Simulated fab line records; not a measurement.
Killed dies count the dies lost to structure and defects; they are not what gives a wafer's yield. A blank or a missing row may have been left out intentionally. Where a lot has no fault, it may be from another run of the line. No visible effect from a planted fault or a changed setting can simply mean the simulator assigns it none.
Matching of chambers || flow n5 finfet || pecvd-01 running N5_BEOL_M13_DEP_53: 3 sister chambers
The step deposits SiCN from 3MS/NH3, target thk 50 nm, time 17.8 s. 3 wafers are shown with their chamber, then 11 later ones without.

== WAFERS WITH THEIR CHAMBER ==
{"wafer": "L082.5", "chamber": 1, "showerhead plenum p Torr (Torr)": 4.177}
{"wafer": "L083.6", "chamber": 0, "showerhead plenum p Torr (Torr)": 4.120}
{"wafer": "L080.1", "chamber": 2, "showerhead plenum p Torr (Torr)": 4.185}

== WAFERS WITHOUT THEIR CHAMBER ==
{"wafer": "L080.3", "showerhead plenum p Torr (Torr)": 4.175}
{"wafer": "L080.6", "showerhead plenum p Torr (Torr)": 4.185}
{"wafer": "L084.1", "showerhead plenum p Torr (Torr)": 4.126}
{"wafer": "L084.2", "showerhead plenum p Torr (Torr)": 4.190}
{"wafer": "L084.3", "showerhead plenum p Torr (Torr)": 4.179}
{"wafer": "L084.4", "showerhead plenum p Torr (Torr)": 4.118}
{"wafer": "L084.5", "showerhead plenum p Torr (Torr)": 4.186}
{"wafer": "L084.6", "showerhead plenum p Torr (Torr)": 4.182}
{"wafer": "L091.1", "showerhead plenum p Torr (Torr)": 4.176}
{"wafer": "L091.5", "showerhead plenum p Torr (Torr)": 4.186}
{"wafer": "L091.6", "showerhead plenum p Torr (Torr)": 4.182}

== EACH ONE'S CHAMBER ==
{"wafer": "L080.3", "from the rows above": 1, "in truth": 1}
{"wafer": "L080.6", "from the rows above": 2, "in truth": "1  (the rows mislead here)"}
{"wafer": "L084.1", "from the rows above": 0, "in truth": 0}
{"wafer": "L084.2", "from the rows above": 2, "in truth": 2}
{"wafer": "L084.3", "from the rows above": "can't be placed: 1 or 2", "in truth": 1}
{"wafer": "L084.4", "from the rows above": 0, "in truth": 0}
{"wafer": "L084.5", "from the rows above": 2, "in truth": 2}
{"wafer": "L084.6", "from the rows above": "can't be placed: 2 or 1", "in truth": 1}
{"wafer": "L091.1", "from the rows above": 1, "in truth": 1}
{"wafer": "L091.5", "from the rows above": 2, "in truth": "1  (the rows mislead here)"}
{"wafer": "L091.6", "from the rows above": "can't be placed: 2 or 1", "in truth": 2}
Placed correctly: 6 of 11. From these rows, 3 cannot be placed; in 3 the true chamber is one of the candidates. Placed wrongly: 2.
How it was worked out, from the rows above alone: a wafer's distance from a chamber is the root of the sum, over the readings, of the square of ((its reading less the chamber's mean) divided by the reading's scatter). The wafer belongs to the nearest chamber; if the next one is less than 2 further off, it can't be placed. For every chamber, the mean is computed from those of its wafers that are shown. The scatter: root of mean squared gap, hidden wafer to nearest shown wafer, with one shown wafer a chamber.
